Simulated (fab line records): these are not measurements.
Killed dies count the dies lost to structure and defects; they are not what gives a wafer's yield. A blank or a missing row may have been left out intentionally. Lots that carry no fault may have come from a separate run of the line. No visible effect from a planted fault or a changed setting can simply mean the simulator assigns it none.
Split-lot study    flow n5-finfet    21 wafers read from 7 lots, route of 1938 steps

ABOUT THE SPLIT
At N5_GATE_CUT_COAT_27 (time 60 s, resist thk 10 nm), the setting spin-rpm was moved away from the recipe's 1500 rpm on 5 of the 21 wafers read, by -7.8% to +9.6%. The other wafers ran this setting at the recipe's value.

FROM THE SPLIT TO THE READING: what the file shows between them, 5 steps
- N5_GATE_CUT_EXPOSE_10: exposes mask GATE CUT, target cd 20 nm (also split here: dose-mj)
- N5_GATE_CUT_PEB_11: peb time 60 s
- N5_GATE_CUT_DEVELOP_12: develop time 30 s
- N5_GATE_CUT_DESCUM_18: chemistry O2, time 7 s
- N5_GATE_CUT_ETCH_28: etches underlayer in N2/H2, target depth 13 nm, time 10.4 s

THE READING
CAR-EUV_of_GATE_CUT_COAT_07.thk-nm (the simulator's own value, which no gauge read), in nm, at N5_GATE_CUT_ETCH_36 (etches SiARC in CF4, target depth 13 nm, time 21.7 s). There is no usual value for it anywhere in the file. Here, 16 wafers ran the recipe; their average is 7.0 nm with a standard deviation of 0.066 nm.

wafer   tool, chamber at the split  spin-rpm as run, rpm  against the recipe  CAR-EUV_of_GATE_CUT_COAT_07.thk-nm, nm  against lot-mates on the recipe
L077.1  litho-track-02, 0           1383                  -7.8%               6.6                                     -0.4
L077.2  litho-track-02, 0           1383                  -7.8%               6.4                                     -0.6
L077.4  litho-track-02, 0           1500                  recipe              7                                       -
L082.1  litho-track-01, 0           1644                  +9.6%               7.4                                     +0.4
L082.4  litho-track-01, 0           1500                  recipe              7                                       -
L082.5  litho-track-01, 0           1644                  +9.6%               7.4                                     +0.4
L085.1  litho-track-05, 0           1500                  recipe              7                                       -
L085.3  litho-track-05, 0           1500                  recipe              7                                       -
L085.4  litho-track-05, 0           1500                  recipe              7                                       -
L086.2  litho-track-05, 0           1500                  recipe              7                                       -
L086.5  litho-track-05, 0           1500                  recipe              7                                       -
L086.6  litho-track-05, 0           1500                  recipe              7                                       -
L089.1  litho-track-05, 0           1500                  recipe              7                                       -
L089.3  litho-track-05, 0           1500                  recipe              6.8                                     -
L089.4  litho-track-05, 0           1500                  recipe              6.8                                     -
L092.2  litho-track-02, 0           1566                  +4.4%               7.2                                     +0.2
L092.4  litho-track-02, 0           1500                  recipe              7                                       -
L092.6  litho-track-02, 0           1500                  recipe              7                                       -
L094.3  litho-track-01, 0           1500                  recipe              7                                       -
L094.6  litho-track-01, 0           1500                  recipe              7                                       -
L094.5  litho-track-01, 0           1500                  recipe              7                                       -

THE FIT
A straight line over all 21 wafers: CAR-EUV_of_GATE_CUT_COAT_07.thk-nm changes by +0.0512 nm for each +1% of spin-rpm; r = +0.94; the points scatter about the line by 0.075 nm.
The same after taking each lot's own level away (the mean of its wafers on the recipe; 21 wafers): +0.0508 nm for each +1%; r = +0.96; scatter 0.063 nm.
Per that fit: largest spin-rpm move, reading shift of 0.49 nm.
From 6.87 to 7.00 nm: that is the span of the lots' own levels, equal to 2.0 times the standard deviation above.
The two slopes agree, so the slope changes little with the lot-to-lot level.
Check: for one of the wafers moved furthest among these (+9.6%), held out of the fit, the line's prediction against its lot-mates is +0.499 nm. Against them it came out at +0.4 nm.

THESE WAFERS: OTHER SPLITS
Note: prior to the reading, these wafers also went through further splits. Each is held against what the fit with the lots' levels taken away leaves over:
other split on the same wafers  wafers away from the commonest value  r with CAR-EUV_of_GATE_CUT_COAT_07.thk-nm (lot level and that fit taken away)
N5_HKMG_FIN_ETCH_58 source-w    6                                     -0.09
N5_GATE_CUT_EXPOSE_10 dose-mj   6                                     +0.09

THE WHOLE CHAIN: every reading that the file lists as answering this split, in the file's order
step                 what it does                                                 reading                                                                                 change (the file's fit)                 r (the file's)
N5_GATE_CUT_COAT_27  time 60 s, resist thk 10 nm                                  underlayer_of_GATE_CUT_COAT_27.thk-nm (the simulator's own value, which no gauge read)  -0.0455 nm for each +1% of the setting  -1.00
N5_GATE_CUT_ETCH_28  etches underlayer in N2/H2, target depth 13 nm, time 10.4 s  etch.depth-nm (the simulator's own value, which no gauge read)                          -0.0473 nm for each +1% of the setting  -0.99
N5_GATE_CUT_ETCH_28  etches underlayer in N2/H2, target depth 13 nm, time 10.4 s  CAR-EUV_of_GATE_CUT_COAT_07.thk-nm (the simulator's own value, which no gauge read)     +0.0485 nm for each +1% of the setting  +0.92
N5_GATE_CUT_ETCH_36  etches SiARC in CF4, target depth 13 nm, time 21.7 s         CAR-EUV_of_GATE_CUT_COAT_07.thk-nm (the simulator's own value, which no gauge read)     +0.05 nm for each +1% of the setting    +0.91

FILE'S OWN FIT
CAR-EUV_of_GATE_CUT_COAT_07.thk-nm changes by +0.05 nm for each +1% of spin-rpm, r = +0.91.
